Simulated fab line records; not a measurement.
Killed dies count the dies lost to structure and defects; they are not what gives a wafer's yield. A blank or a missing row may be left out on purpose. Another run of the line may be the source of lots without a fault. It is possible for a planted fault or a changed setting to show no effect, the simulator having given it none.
fab line records	flow nand_harc
[record] lots = 5	wafers = 15	last_day = 24
route steps=1159 shown A_M1@1047 A_BONDPAD@1059 END@1159
lots untouched by any fault: they come from a run of this same line in which no faults occurred
start_h: hours from the record's opening day to when the first of the lot's shown wafers began	wait_h: hours since the lot's step before	" same as the row above	L1.1+2: a row that stands for several wafers	- no value present, or no start provided	* or withheld: withheld	< > ~ a bound
route shown NAME@n: a module of which the file shows steps, and the number in the route of the first	usual: mean and standard deviation over wafers with no fault	same: alike in all rows	chamber/n: place in a boat	sites: readings site by site	_std_site: their standard deviation	_edge_site: mean of outer sites minus mean of inner sites	radius_mm: how far each site lies from the wafer's centre	mask NAME#n: copy n	behind: the tool/chamber that last shaped the wafer	hold: what put the lot on hold/how long, in hours/how the hold closed	device: whichever transistor did not switch (one of n, p or np)	end of line: the route-end tests of the same wafers	a step without rows: its recipe alone	killed: at the first sort, the dies lost to defects and structure; wafer yield is something else	map: the dies of a wafer, with x for killed, . for not killed, _ for no die there
set.NAME: the setting that was run; set.NAME@STEP: the one run at that earlier step	model.NAME: the simulator's own value behind a step, which no gauge read
lots at selected steps of the route; one table per step, one row per wafer
services: from which hour (start_h, from the record's first day; less than 0 if before it) a tool's chamber was out of use, for how many hours, and why
[[steps]]
[step NHARC_A_M1_PRE_CLEAN_30]
[recipe] time_s = 30	temp_c = 280	gas = H2/He
[step NHARC_A_M1_PVD_20]
[recipe] target_thk_a = 50	bias_v = 168.6	power_w = 15000	chamber_pressure_pa = 0.12	time_s = 8.06	substrate_temp_c = 50	material = TaN
[usual] throttle_valve_pct = 30.4/0.85
lot.wafer	tool	chamber	start_h	wait_h	throttle_valve_pct
L689.2	pvd_sputter-02	-	-	-	29.1
L689.4	"	-	"	"	30.1
L689.5	"	-	"	"	30.2
L687.3	pvd_sputter-03	-	-	-	31.3
L687.2	"	-	"	"	29.8
L687.5	"	-	"	"	30.2
L702.1	pvd_sputter-03	-	-	-	30.5
L702.6	"	-	"	"	30.8
L702.5	"	-	"	"	29.5
L705.1	pvd_sputter-03	-	-	-	30.8
L705.4	"	-	"	"	29.6
L705.6	"	-	"	"	30.7
L706.3	pvd_sputter-01	-	-	-	32.8
L706.6	"	-	"	"	30.4
L706.5	"	-	"	"	29.4
[step NHARC_A_M1_PVD_21]
[recipe] target_thk_a = 300	chamber_pressure_pa = 5	power_w = 5000	substrate_temp_c = 30	time_s = 20.49	material = Cu
[step NHARC_A_M1_ECD_22]
[recipe] target_thk_a = 4000	bath_temp_c = 25	material = Cu
[step NHARC_A_M1_ANNEAL_31]
[recipe] temp_c = 225	time_s = 90
[step NHARC_A_M1_CMP_23]
[recipe] t_overpolish_s = 20	target_thk_nm = 154.34
[step NHARC_A_M1_THK_MEAS_24]
[recipe] thk_meas_gauge = xrf
[usual] thk_nm = 154.7/1.7
lot.wafer	tool	chamber	start_h	wait_h	thk_nm
L689.2	film_metro-01	-	419.08	-	154.1
L689.4	"	-	"	"	156.3
L689.5	"	-	"	"	156.5
L687.2	film_metro-01	-	419.39	-	154.7
L687.3	"	-	"	"	155.3
L687.5	"	-	"	"	156.6
L702.1	film_metro-01	-	514.26	-	155.3
L702.5	"	-	"	"	153.8
L702.6	"	-	"	"	154.0
L705.1	film_metro-01	-	518.73	-	155.7
L705.4	"	-	"	"	152.6
L705.6	"	-	"	"	154.8
L706.3	film_metro-02	-	532.89	-	153.2
L706.5	"	-	"	"	152.0
L706.6	"	-	"	"	153.4
[step NHARC_A_M1_SRD_25]
[step NHARC_A_M1_INSPECT_27]
[usual] raw_defect_count = 467/110
lot.wafer	tool	chamber	start_h	wait_h	raw_defect_count
L689.2	defect_inspect-02	-	419.24	0.0	480
L689.4	"	-	"	"	621
L689.5	"	-	"	"	587
L687.2	defect_inspect-02	-	419.57	0.0	492
L687.3	"	-	"	"	382
L687.5	"	-	"	"	405
L702.1	defect_inspect-01	-	514.42	0.0	544
L702.5	"	-	"	"	449
L702.6	"	-	"	"	741
L705.1	defect_inspect-01	-	518.88	0.0	565
L705.4	"	-	"	"	600
L705.6	"	-	"	"	474
L706.3	defect_inspect-01	-	533.05	0.0	270
L706.5	"	-	"	"	407
L706.6	"	-	"	"	644
[step NHARC_A_M1_PRE_CLEAN_32]
[recipe] time_s = 12	temp_c = 370	rf_power_w = 300	gas = NH3
[usual] heater_power_w = 655/94
lot.wafer	tool	chamber	start_h	wait_h	heater_power_w	since_wet_clean_h
L689.2	pecvd-04	2	419.30	0.1	723	30
L689.5	"	2	"	"	676	-
L689.4	"	1	"	"	587	-
L687.3	pecvd-02	1	419.64	0.1	689	72
L687.2	"	2	"	"	651	72
L687.5	"	1	"	"	698	-
L702.1	pecvd-04	0	514.52	0.1	485	125
L702.5	"	1	"	"	609	-
L702.6	"	2	"	"	636	-
L705.1	pecvd-04	2	518.97	0.1	715	129
L705.4	"	2	"	"	718	-
L705.6	"	0	"	"	445	-
L706.3	pecvd-04	1	533.14	0.1	558	143
L706.5	"	2	"	"	739	-
L706.6	"	0	"	"	476	-
[step NHARC_A_M1_DEP_33]
[recipe] target_thk_a = 300	temp_c = 370	target_thk_nm = 30	pressure_torr = 3	flow_sccm = 200	rf_w = 450	material = SiCN
[step NHARC_A_BONDPAD_DEP_00]
[recipe] target_thk_a = 2500	temp_c = 370	target_thk_nm = 250	pressure_torr = 3	flow_sccm = 200	rf_w = 450	material = SiCN
[usual] heater_power_w = 590/74
lot.wafer	tool	chamber	start_h	wait_h	heater_power_w	since_wet_clean_h
L689.2	pecvd-04	0	420.03	-	426	30
L689.5	"	1	"	"	531	-
L689.4	"	0	"	"	429	-
L687.2	pecvd-03	1	420.32	-	560	115
L687.3	"	2	"	"	716	115
L687.5	"	2	"	"	584	-
L702.1	pecvd-04	1	515.13	-	446	125
L702.6	"	2	"	"	650	-
L702.5	"	0	"	"	482	-
L705.1	pecvd-01	0	519.71	-	557	89
L705.6	"	1	"	"	684	-
L705.4	"	2	"	"	600	-
L706.3	pecvd-03	1	533.80	-	627	48
L706.5	"	0	"	"	610	-
L706.6	"	2	"	"	624	-
[step NHARC_A_BONDPAD_CMP_29]
[recipe] target_thk_nm = 200	material = SiCN
[step NHARC_A_BONDPAD_THK_MEAS_30]
[recipe] thk_meas_gauge = ellipsometry
[usual] thk_nm = 200.2/1.5
lot.wafer	tool	chamber	start_h	wait_h	thk_nm
L689.2	film_metro-01	-	420.60	0.2	203.2
L689.4	"	-	"	"	198.0
L689.5	"	-	"	"	201.2
L687.2	film_metro-02	-	420.93	0.2	199.0
L687.3	"	-	"	"	199.2
L687.5	"	-	"	"	200.6
L702.1	film_metro-02	-	515.79	0.2	199.5
L702.5	"	-	"	"	198.6
L702.6	"	-	"	"	199.2
L705.1	film_metro-01	-	520.38	0.2	197.6
L705.4	"	-	"	"	199.6
L705.6	"	-	"	"	203.1
L706.3	film_metro-02	-	534.41	0.2	199.1
L706.5	"	-	"	"	201.4
L706.6	"	-	"	"	198.8
[step NHARC_A_BONDPAD_SRD_31]
[step NHARC_A_BONDPAD_DEHYDRATE_01]
[recipe] temp_c = 150	time_s = 120
[step NHARC_A_BONDPAD_HMDS_02]
[recipe] time_s = 30
[step NHARC_A_BONDPAD_COAT_33]
[recipe] temp_c = 200	time_s = 65
[step NHARC_A_BONDPAD_COAT_03]
[recipe] spin_rpm = 2000	resist_thk_nm = 600
[step NHARC_A_BONDPAD_SOFTBAKE_04]
[recipe] temp_c = 125	time_s = 70
[step NHARC_A_BONDPAD_EBR_05]
[step NHARC_A_BONDPAD_EXPOSE_06]
[recipe] na = 0.55	dose_mj = 36.99	mask_id = A_BPAD
[step NHARC_A_BONDPAD_PEB_07]
[recipe] peb_temp_c = 128	peb_time_s = 80
[step NHARC_A_BONDPAD_DEVELOP_08]
[recipe] time_s = 50	dev_temp_c = 22
[step NHARC_A_BONDPAD_CD_MEAS_09]
[recipe] target_cd_nm = 500	landing_energy_ev = 500
[usual] cd_nm = 500.9/1.7
lot.wafer	tool	chamber	start_h	wait_h	cd_nm
L689.2	cd_sem-03	0	421.17	-	500.7
L689.4	"	0	"	"	498.2
L689.5	"	0	"	"	500.6
L687.2	cd_sem-02	0	421.52	-	499.6
L687.3	"	0	"	"	498.1
L687.5	"	0	"	"	497.7
L702.1	cd_sem-02	0	516.25	-	504.3
L702.5	"	0	"	"	498.9
L702.6	"	0	"	"	502.2
L705.1	cd_sem-02	0	520.82	-	502.0
L705.4	"	0	"	"	498.9
L705.6	"	0	"	"	502.3
L706.3	cd_sem-03	0	534.98	-	501.8
L706.5	"	0	"	"	503.5
L706.6	"	0	"	"	498.9
[step NHARC_A_BONDPAD_OVL_MEAS_35]
[usual] overlay_x_nm = 1/5.6	overlay_y_nm = 0/5.5
lot.wafer	tool	chamber	start_h	wait_h	overlay_x_nm	overlay_y_nm
L689.2	overlay-01	-	421.25	-	8	-4
L689.4	"	-	"	"	8	-4
L689.5	"	-	"	"	7	-4
L687.2	overlay-02	-	421.61	-	4	-4
L687.3	"	-	"	"	4	-4
L687.5	"	-	"	"	4	-5
L702.1	overlay-02	-	516.33	-	2	4
L702.5	"	-	"	"	2	4
L702.6	"	-	"	"	2	3
L705.1	overlay-02	-	520.91	-	3	-5
L705.4	"	-	"	"	3	-5
L705.6	"	-	"	"	3	-5
L706.3	overlay-02	-	535.07	-	-4	1
L706.5	"	-	"	"	-3	1
L706.6	"	-	"	"	-3	1
[step NHARC_A_BONDPAD_HARDBAKE_10]
[recipe] temp_c = 118	time_s = 65
[step NHARC_A_BONDPAD_DESCUM_11]
[recipe] time_s = 3	o2_flow_sccm = 200	ar_flow_sccm = 0	bias_power_w = 0	chemistry = O2
[step NHARC_A_BONDPAD_ETCH_34]
[recipe] target_depth_a = 600	overetch_a = 180	time_s = 65.91	ion_energy_ev = 200	n2_flow_sccm = 150	h2_flow_sccm = 150	ar_flow_sccm = 0	rf_w = 400	bias_w = 150	chemistry = N2/H2
[step NHARC_A_BONDPAD_ETCH_12]
[recipe] target_depth_a = 2200	time_s = 110	chf3_flow_sccm = 50	o2_flow_sccm = 10	ar_flow_sccm = 200	rf_w = 500	bias_w = 200	chemistry = CHF3/O2
[usual] drypump_motor_current_A = 5.6/0.46	oes_product_au = 0.946/0.024	rf_vpp_V = 370.3/2.9	showerhead_plenum_p_Torr = 2.39/0.13	throttle_valve_pct = 20.573/0.0098
lot.wafer	tool	chamber	start_h	wait_h	drypump_motor_current_A	oes_product_au	rf_hours_counter_h	rf_vpp_V	showerhead_plenum_p_Torr	throttle_valve_pct
L689.4	rie_diel-03	1	-	-	6.4	0.970	3	368.3	2.24	20.567
L689.2	"	0	"	"	5.6	0.963	4	370.4	2.40	20.582
L689.5	"	2	"	"	5.7	0.955	-	373.5	2.54	20.583
L687.2	rie_diel-03	0	-	-	5.6	0.908	4	369.8	2.40	20.574
L687.3	"	1	"	"	6.4	0.903	3	366.4	2.24	20.560
L687.5	"	0	"	"	5.5	0.903	-	369.9	2.40	20.568
L702.1	rie_diel-06	0	-	-	5.5	0.973	3	370.2	2.40	20.575
L702.5	"	1	"	"	4.8	0.972	-	367.3	2.25	20.573
L702.6	"	2	"	"	6.0	0.960	-	367.4	2.24	20.566
L705.1	rie_diel-06	2	-	-	6.0	0.967	3	367.1	2.24	20.588
L705.4	"	3	"	"	5.8	0.962	3	373.9	2.48	20.592
L705.6	"	2	"	"	6.0	0.958	-	367.9	2.24	20.568
L706.3	rie_diel-03	2	-	-	5.7	0.925	24	374.1	2.53	20.567
L706.6	"	2	"	"	5.7	0.915	-	373.2	2.53	20.579
L706.5	"	3	"	"	5.3	0.928	-	374.1	2.59	20.564
[step NHARC_A_BONDPAD_CD_MEAS_13]
[usual] cd_nm = 500.6/1.9
lot.wafer	tool	chamber	start_h	wait_h	cd_nm
L689.2	cd_sem-01	-	421.69	-	501.0
L689.4	"	-	"	"	497.7
L689.5	"	-	"	"	501.1
L687.2	cd_sem-01	-	422.12	-	498.4
L687.3	"	-	"	"	497.6
L687.5	"	-	"	"	498.2
L702.1	cd_sem-03	-	516.85	-	502.6
L702.5	"	-	"	"	497.9
L702.6	"	-	"	"	499.6
L705.1	cd_sem-02	-	521.35	-	501.0
L705.4	"	-	"	"	497.4
L705.6	"	-	"	"	501.0
L706.3	cd_sem-02	-	535.51	-	501.4
L706.5	"	-	"	"	503.3
L706.6	"	-	"	"	498.7
[step NHARC_A_BONDPAD_STRIP_15]
[recipe] o2_flow_sccm = 500	ar_flow_sccm = 0	bias_w = 0	chemistry = O2
[step NHARC_A_BONDPAD_ETCH_24]
[recipe] target_depth_a = 300	over_etch_frac = 0.3	time_s = 72.99	ion_energy_ev = 150	cf4_flow_sccm = 50	n2_flow_sccm = 100	ar_flow_sccm = 150	rf_w = 300	bias_w = 100	chemistry = CF4/N2
[step NHARC_A_BONDPAD_STRIP_16]
[recipe] time_s = 600	temp_c = 30	chemistry = post_etch_residue_remover
[step NHARC_A_BONDPAD_DEGAS_25]
[recipe] temp_c = 300	time_s = 60
[usual] heater_power_w = 447/38
lot.wafer	tool	chamber	start_h	wait_h	heater_power_w
L689.4	pvd_sputter-03	-	422.36	-	465
L689.2	"	-	"	"	479
L689.5	"	-	"	"	492
L687.3	pvd_sputter-02	-	422.75	-	391
L687.2	"	-	"	"	451
L687.5	"	-	"	"	391
L702.1	pvd_sputter-02	-	517.49	-	395
L702.6	"	-	"	"	452
L702.5	"	-	"	"	382
L705.4	pvd_sputter-02	-	521.99	-	396
L705.1	"	-	"	"	375
L705.6	"	-	"	"	403
L706.3	pvd_sputter-03	-	536.17	-	465
L706.6	"	-	"	"	489
L706.5	"	-	"	"	445
[step NHARC_A_BONDPAD_PRE_CLEAN_26]
[recipe] time_s = 30	temp_c = 280	gas = H2/He
[step NHARC_A_BONDPAD_PVD_17]
[recipe] target_thk_a = 50	bias_v = 168.6	power_w = 15000	chamber_pressure_pa = 0.12	time_s = 8.06	substrate_temp_c = 50	material = TaN
[usual] throttle_valve_pct = 30.3/0.84
lot.wafer	tool	chamber	start_h	wait_h	throttle_valve_pct
L689.2	pvd_sputter-03	-	-	-	29.9
L689.4	"	-	"	"	30.3
L689.5	"	-	"	"	29.6
L687.3	pvd_sputter-02	-	-	-	30.8
L687.2	"	-	"	"	28.9
L687.5	"	-	"	"	30.5
L702.1	pvd_sputter-02	-	-	-	30.2
L702.6	"	-	"	"	28.7
L702.5	"	-	"	"	30.3
L705.1	pvd_sputter-02	-	-	-	30.4
L705.4	"	-	"	"	30.8
L705.6	"	-	"	"	29.9
L706.3	pvd_sputter-03	-	-	-	30.9
L706.6	"	-	"	"	29.6
L706.5	"	-	"	"	30.1
[step NHARC_A_BONDPAD_PVD_27]
[recipe] target_thk_a = 300	chamber_pressure_pa = 5	power_w = 5000	substrate_temp_c = 30	time_s = 20.49	material = Cu
[step NHARC_A_BONDPAD_ECD_18]
[recipe] target_thk_a = 4000	bath_temp_c = 25	material = Cu
[step NHARC_A_BONDPAD_ANNEAL_28]
[recipe] temp_c = 225	time_s = 90
[step NHARC_A_BONDPAD_CMP_19]
[recipe] t_overpolish_s = 30	cu_recess_touch_s = 16	target_thk_nm = 169.8
[step NHARC_END_SORT_01]
[recipe] temp_c = 25
[usual] defect_limited_yield = 95.7/1.4	killed_at_array = 25/9.2	killed_at_other = 0.9/1.3	killed_at_periphery = 3.3/2.3	killed_dies = 29/9.6	killed_open = 3.2/1.8	killed_short = 2/1.4	sort_bin_2_pct = 1.3/0.65	sort_bin_3_pct = 0.25/0.21	sort_bin_4_pct = 2.8/0.9	sort_n_pass = 648/9.6	sort_rim_yield_pct = 94/3	sort_yield_pct = 95.7/1.4
[same] gross_dies = 677	sort_bin_5_pct[%] = 0	sort_bin_6_pct[%] = 0	sort_bin_7_pct[%] = 0	sort_bin_8_pct[%] = 0	sort_rim_n_gross = 106.00
lot.wafer	tool	chamber	start_h	wait_h	defect_limited_yield[%]	killed_at_array	killed_at_other	killed_at_periphery	killed_dies	killed_open	killed_short	sort_bin_2_pct[%]	sort_bin_3_pct[%]	sort_bin_4_pct[%]	sort_n_pass	sort_rim_yield_pct[%]	sort_yield_pct[%]
L687.2	prober-01	0	459.81	2.8	94.5	31	0	6	37	5	4	1.9	0.30	3.2	640	96	94.5
L687.3	prober-01	0	460.60	3.1	95.0	30	0	4	34	6	3	1.2	0.15	3.7	643	93	95.0
L687.5	prober-01	0	462.18	3.7	96.2	21	0	5	26	3	2	1.0	0.15	2.7	651	90	96.2
L705.1	prober-02	0	551.70	2.5	95.6	28	1	1	30	3	1	1.2	0.15	3.1	647	92	95.6
L705.4	prober-02	0	554.08	3.4	96.2	25	0	1	26	0	1	0.9	0.15	2.8	651	93	96.2
L705.6	prober-02	0	555.66	4.0	95.9	27	1	0	28	3	1	1.8	0	2.4	649	96	95.9
L702.1	prober-02	0	559.43	2.5	86.6	85	1	5	91	4	0	4.6	3.69	5.2	586	83	86.6
// killed by level:class
L687.2 A_CHANNEL_HOLE_D1:chamber_film_flake=13 A_CONTACT:chamber_film_flake=7 A_WL_FILL:chamber_film_flake=3 P_M0:geometric_particle:open=2 A_CHANNEL_FILL_D1:geometric_particle:open=2 A_STAIRCASE:chamber_film_flake=2 A_SLIT:chamber_film_flake=2 P_STI:geometric_particle:short=1
L687.3 A_CHANNEL_HOLE_D1:chamber_film_flake=12 A_CONTACT:chamber_film_flake=5 A_M0:geometric_particle:open=4 P_M1:chamber_film_flake=3 A_STAIRCASE:chamber_film_flake=3 A_WL_FILL:chamber_film_flake=2 P_CONTACT:geometric_particle:open=1 A_ONON_D1:geometric_particle:short=1
L687.5 A_CHANNEL_HOLE_D1:chamber_film_flake=10 P_M1:chamber_film_flake=4 A_CONTACT:chamber_film_flake=4 A_WL_FILL:chamber_film_flake=2 P_GATE:geometric_particle:open=1 A_CHANNEL_FILL_D1:geometric_particle:short=1 A_CONTACT:geometric_particle:open=1 A_CONTACT:geometric_particle:short=1
L705.1 A_SLIT:chamber_film_flake=14 A_WL_FILL:geometric_particle:open=3 A_CHANNEL_HOLE_D1:chamber_film_flake=3 A_WL_FILL:chamber_film_flake=3 A_STAIRCASE:chamber_film_flake=2 A_CONTACT:chamber_film_flake=2 A_CONTACT:geometric_particle:short=1 P_STI:chamber_film_flake=1
L705.4 A_SLIT:chamber_film_flake=11 A_CHANNEL_HOLE_D1:chamber_film_flake=6 A_CONTACT:chamber_film_flake=4 A_STAIRCASE:chamber_film_flake=3 A_WL_FILL:geometric_particle:short=1 P_GATE:chamber_film_flake=1
L705.6 A_SLIT:chamber_film_flake=9 A_CHANNEL_HOLE_D1:chamber_film_flake=5 A_STAIRCASE:chamber_film_flake=5 A_CONTACT:chamber_film_flake=4 A_CHANNEL_FILL_D1:geometric_particle:short=1 A_WL_FILL:geometric_particle:open=1 A_CONTACT:geometric_particle:open=1 A_M0:geometric_particle:open=1
L702.1 A_BONDPAD:unspecified=74 P_ZERO_WELL:chamber_film_flake=4 A_STAIRCASE:chamber_film_flake=3 A_CONTACT:chamber_film_flake=3 A_ONON_D1:geometric_particle:open=2 A_CHANNEL_HOLE_D1:chamber_film_flake=2 P_M2:geometric_particle:open=1 A_SGD_CUT:geometric_particle:open=1
// map L702.1 (x killed, . not)
____________.____________
_________......._________
_______..........._______
______.............______
_____..............._____
____...........x.....____
____..............x..____
___...................___
___..........x........___
__.....................__
__.....................__
_...............x......x_
_......................._
_......................._
_......................._
_......................._
.........................
.......................xx
.........................
....x......x...x......x..
......................x..
_......................._
_......................._
_......................._
_................x......_
_................xx....._
__............xxxxxxxx.__
__........x..xxxxxxx...__
___..........xxxxxxxxx___
___...........xxxxxxx.___
____.........xxxxxxxx____
____......xx.xxxxxxxx____
_____......x.xxxxxxx_____
______.....x.xxxxxx______
_______..x..xxxxxx_______
_________..x.xxx_________
____________.____________
// map L689.2 (x killed, . not)
____________.____________
_________......._________
_______.........x._______
______.............______
_____..............._____
____.................____
____.......x.....x...____
___.....x.............___
___...................___
__.....................__
__.....................__
_......................._
_......................._
_......................._
_............x.........._
_......................._
.........................
........................x
................x........
.........................
..........x..............
_......................._
_......................._
_..x...................._
_...........x..........._
_........x.............._
__.........x...........__
__...............x.....__
___...x...x.......x...___
___....x.....xx.x.x...___
____.........xx.x....____
____..............x..____
_____..xx......x...._____
______.....x...x...______
_______.....xx.x.._______
_________..xxx.._________
____________x____________
[[services]]
tool	chamber	start_h	hours	kind
pvd_sputter-03	-	398.68	3.1	repair
rie_diel-03	0	401.30	-	clean
rie_diel-03	1	401.30	-	clean
rie_diel-03	2	401.30	-	clean
rie_diel-03	3	401.30	-	clean
rie_diel-03	3	401.30	-	consumable_replace:focus_ring
rie_diel-03	3	401.30	-	consumable_replace:showerhead
pvd_sputter-02	-	408.58	4.6	repair
rie_diel-06	3	414.76	2.9	repair
pecvd-01	-	418.00	13.0	pm
rie_diel-06	-	418.33	9.0	pm
pvd_sputter-01	-	420.15	4.5	repair
rie_diel-03	0	425.80	-	clean
rie_diel-03	1	425.80	-	clean
rie_diel-03	2	425.80	-	clean
rie_diel-03	3	425.80	-	clean
rie_diel-06	-	429.95	0.6	repair
pecvd-02	2	447.01	11.5	repair
rie_diel-03	0	450.30	-	clean
pvd_sputter-03	-	458.00	10.0	pm
pecvd-03	-	473.29	13.0	pm
rie_diel-03	0	507.85	12.3	repair
pvd_sputter-01	-	515.20	10.0	pm
pecvd-02	-	515.39	13.0	pm
[[key]]
[first_sign] step = NHARC_END_SORT_01	reading = killed_at_array	direction = up	sigmas = 6.5	usual = 25	struck = 85
[effect] step = NHARC_END_SORT_01	reading = killed_dies	direction = up	sigmas = 6.4	usual = 29	struck = 91
[more_kills_born_at] NHARC_A_BONDPAD_DEP_00@pecvd-04 = 74
met_at NHARC_A_BONDPAD_DEP_00
struck_wafers L702.1
onset_between 420.03 515.13
[fault] kind = chamber_particle_source	tool = pecvd-04	chamber = 1	onset_h = 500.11	steps = NHARC_A_BONDPAD_DEP_00	rate_per_visit_cm2 = 1.7616	end_h = 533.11
